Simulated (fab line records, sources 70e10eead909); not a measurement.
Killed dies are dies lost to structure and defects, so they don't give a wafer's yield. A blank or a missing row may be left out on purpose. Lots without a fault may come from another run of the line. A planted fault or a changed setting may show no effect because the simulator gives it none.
Which tool did it? | flow nand_harc | 13 lots, 39 wafers sampled, at 5 steps of a route of 1159

WHAT THE GAUGES READ, wafer by wafer
NHARC_END_SORT_01.
lot  | measured     | on        | killed_at_array | killed_at_other | killed_at_periphery | killed_dies | killed_open | killed_short
L693 | day 19 23:25 | prober-01 | 25 20 17        | 1 0 0           | 3 3 2               | 29 23 19    | 3 6 1       | 2 3 1
L699 | day 21 21:46 | prober-01 | 673 675 674     | 1 0 0           | 3 2 3               | 677 677 677 | 3 2 2       | 3 1 3
L703 | day 22 11:40 | prober-01 | 676 676 677     | 0 0 0           | 1 1 0               | 677 677 677 | 3 2 2       | 1 2 1

WHICH TOOL RAN EACH LOT (tool, then ch and the chambers of the sampled wafers, then the start)
lot  | NHARC_A_CONTACT_ETCH_113             | NHARC_A_CONTACT_ETCH_115             | NHARC_A_CONTACT_ETCH_121             | NHARC_A_CONTACT_ETCH_123
L691 | har_cap_etch-02 ch 0,1, day 16 10:47 | har_cap_etch-02 ch 0,1, day 16 10:58 | har_cap_etch-02 ch 0,1, day 16 11:31 | har_cap_etch-02 ch 0,1, day 16 11:41
L690 | har_cap_etch-01 ch 0,1, day 16 10:50 | har_cap_etch-01 ch 0,1, day 16 11:01 | har_cap_etch-01 ch 0,1, day 16 11:34 | har_cap_etch-01 ch 0,1, day 16 11:45
L693 | har_cap_etch-01 ch 0,1, day 16 15:21 | har_cap_etch-01 ch 0,1, day 16 15:32 | har_cap_etch-01 ch 0,1, day 16 16:05 | har_cap_etch-01 ch 0,1, day 16 16:16
L692 | har_cap_etch-03 ch 0,1, day 16 15:34 | har_cap_etch-03 ch 0,1, day 16 15:45 | har_cap_etch-03 ch 0,1, day 16 16:18 | har_cap_etch-03 ch 0,1, day 16 16:31
L696 | har_cap_etch-03 ch 0,1, day 17 17:53 | har_cap_etch-03 ch 0,1, day 17 18:04 | har_cap_etch-03 ch 0,1, day 17 18:37 | har_cap_etch-03 ch 0,1, day 17 18:50
L695 | har_cap_etch-02 ch 0,1, day 17 20:15 | har_cap_etch-02 ch 0,1, day 17 20:26 | har_cap_etch-02 ch 0,1, day 17 20:59 | har_cap_etch-02 ch 0,1, day 17 21:10
L699 | har_cap_etch-01 ch 0,1, day 19 05:34 | har_cap_etch-01 ch 0,1, day 19 05:46 | har_cap_etch-01 ch 0,1, day 19 06:18 | har_cap_etch-01 ch 0,1, day 19 06:29
L703 | har_cap_etch-01 ch 0,1, day 19 12:10 | har_cap_etch-01 ch 0,1, day 19 12:22 | har_cap_etch-01 ch 0,1, day 19 12:54 | har_cap_etch-01 ch 0,1, day 19 13:10
L709 | har_cap_etch-01 ch 0,1, day 21 02:08 | har_cap_etch-01 ch 0,1, day 21 02:23 | har_cap_etch-01 ch 0,1, day 21 03:07 | har_cap_etch-01 ch 0,1, day 21 03:24
L710 | har_cap_etch-01 ch 0,1, day 21 13:20 | har_cap_etch-01 ch 0,1, day 21 13:31 | har_cap_etch-01 ch 0,1, day 21 14:03 | har_cap_etch-01 ch 0,1, day 21 14:17
L712 | har_cap_etch-02 ch 0,1, day 21 19:00 | har_cap_etch-02 ch 0,1, day 21 19:11 | har_cap_etch-02 ch 0,1, day 21 19:43 | har_cap_etch-02 ch 0,1, day 21 19:55
L711 | har_cap_etch-03 ch 0,1, day 22 01:21 | har_cap_etch-03 ch 0,1, day 22 01:32 | har_cap_etch-03 ch 0,1, day 22 02:05 | har_cap_etch-03 ch 0,1, day 22 02:16
L713 | har_cap_etch-01 ch 0,1, day 22 22:26 | har_cap_etch-01 ch 0,1, day 22 22:37 | har_cap_etch-01 ch 0,1, day 22 23:09 | har_cap_etch-01 ch 0,1, day 22 23:20
- NHARC_A_CONTACT_ETCH_113: etches the open film in C4F8/O2/Ar, time 94 s, target depth 922 nm.
- NHARC_A_CONTACT_ETCH_115: etches the open film in C4F8/O2/Ar, time 94 s, target depth 922 nm.
- NHARC_A_CONTACT_ETCH_121: etches the open film in C4F8/O2/Ar, time 94 s, target depth 922 nm.
- NHARC_A_CONTACT_ETCH_123: etches the open film in C4F8/O2/Ar, time 253 s, target depth 1090 nm.

WHAT THE TOOLS THEMSELVES READ (means of the sampled wafers that have a number; where no wafer has one, the mark that the record gives instead)
NHARC_A_CONTACT_ETCH_113.
lot  | tool            | chamber_pressure_mTorr (mTorr) | oes_air_line_au (a.u.)
L691 | har_cap_etch-02 | 20.004                         | 0.994
L690 | har_cap_etch-01 | 19.995                         | 0.998
L693 | har_cap_etch-01 | 20.010                         | 0.996
L692 | har_cap_etch-03 | 19.976                         | 0.985
L696 | har_cap_etch-03 | 19.999                         | 0.971
L695 | har_cap_etch-02 | 20.004                         | 1.001
L699 | har_cap_etch-01 | 20.009                         | 1.009
L703 | har_cap_etch-01 | 20.022                         | 1.009
L709 | har_cap_etch-01 | 19.982                         | 1.009
L710 | har_cap_etch-01 | 20.014                         | 0.987
L712 | har_cap_etch-02 | 19.998                         | 1.000
L711 | har_cap_etch-03 | 20.020                         | 0.993
L713 | har_cap_etch-01 | 20.007                         | 0.983

NHARC_A_CONTACT_ETCH_115.
lot  | tool            | chamber_pressure_mTorr (mTorr) | oes_air_line_au (a.u.)
L691 | har_cap_etch-02 | 19.989                         | 1.003
L690 | har_cap_etch-01 | 20.018                         | 1.023
L693 | har_cap_etch-01 | 20.020                         | 0.990
L692 | har_cap_etch-03 | 19.998                         | 0.990
L696 | har_cap_etch-03 | 19.984                         | 1.018
L695 | har_cap_etch-02 | 19.993                         | 1.009
L699 | har_cap_etch-01 | 19.990                         | 0.992
L703 | har_cap_etch-01 | 20.008                         | 1.011
L709 | har_cap_etch-01 | 19.996                         | 1.037
L710 | har_cap_etch-01 | 19.980                         | 0.998
L712 | har_cap_etch-02 | 19.999                         | 1.005
L711 | har_cap_etch-03 | 20.010                         | 1.021
L713 | har_cap_etch-01 | 20.020                         | 1.008

NHARC_A_CONTACT_ETCH_121.
lot  | tool            | chamber_pressure_mTorr (mTorr) | oes_air_line_au (a.u.)
L691 | har_cap_etch-02 | 19.991                         | 0.991
L690 | har_cap_etch-01 | 20.001                         | 1.009
L693 | har_cap_etch-01 | 19.997                         | 1.023
L692 | har_cap_etch-03 | 20.009                         | 0.998
L696 | har_cap_etch-03 | 19.992                         | 0.974
L695 | har_cap_etch-02 | 19.999                         | 1.015
L699 | har_cap_etch-01 | -                              | -
L703 | har_cap_etch-01 | -                              | -
L709 | har_cap_etch-01 | 20.011                         | 0.998
L710 | har_cap_etch-01 | 20.005                         | 0.988
L712 | har_cap_etch-02 | 20.020                         | 1.003
L711 | har_cap_etch-03 | 20.000                         | 1.006
L713 | har_cap_etch-01 | 20.004                         | 0.993

NHARC_A_CONTACT_ETCH_123.
lot  | tool            | chamber_pressure_mTorr (mTorr) | oes_air_line_au (a.u.)
L691 | har_cap_etch-02 | 20.000                         | 1.037
L690 | har_cap_etch-01 | 19.993                         | 0.999
L693 | har_cap_etch-01 | 19.979                         | 1.018
L692 | har_cap_etch-03 | 19.995                         | 1.002
L696 | har_cap_etch-03 | 19.987                         | 0.993
L695 | har_cap_etch-02 | 20.002                         | 1.003
L699 | har_cap_etch-01 | 19.977                         | 0.991
L703 | har_cap_etch-01 | 20.011                         | 1.009
L709 | har_cap_etch-01 | 20.004                         | 1.036
L710 | har_cap_etch-01 | 20.003                         | 1.009
L712 | har_cap_etch-02 | 20.013                         | 1.014
L711 | har_cap_etch-03 | 19.998                         | 0.989
L713 | har_cap_etch-01 | 19.987                         | 1.021

THE ANSWER, worked out from the rows above alone
Rule: what is usual is taken from the lots themselves. Put in order of their means at a reading, lots are off if they are a third of the lots or fewer, leave a main group of 4 or more, and stand apart from it by a gap of 3 or more times the standard deviation of the main group's means; of several such gaps the widest counts. A main group whose means are all the same, to the digits that the tables above print for the reading, isn't used. A lot without any number at a reading at which 4 lots or more have one is off too. The other lots that the step has rows for count as sound. The gauges are gone through in route order, then the tools' own readings, and for those a lot's mean is taken as printed above. The first step at which some lot is off is used, and at that step the reading that is off furthest; a lot without a number counts as furthest.
Off: L699, L703, at NHARC_A_CONTACT_ETCH_121 (chamber_pressure_mTorr). Without a number there: L699, L703. The main group: mean 20.003 mTorr, standard deviation 0.0081.
A tool fits if, at that step or a process step before it, it ran every lot that is off, and no sound lot after the first of them. None of those tried fits.

WHAT THE SIMULATOR HAD PUT IN
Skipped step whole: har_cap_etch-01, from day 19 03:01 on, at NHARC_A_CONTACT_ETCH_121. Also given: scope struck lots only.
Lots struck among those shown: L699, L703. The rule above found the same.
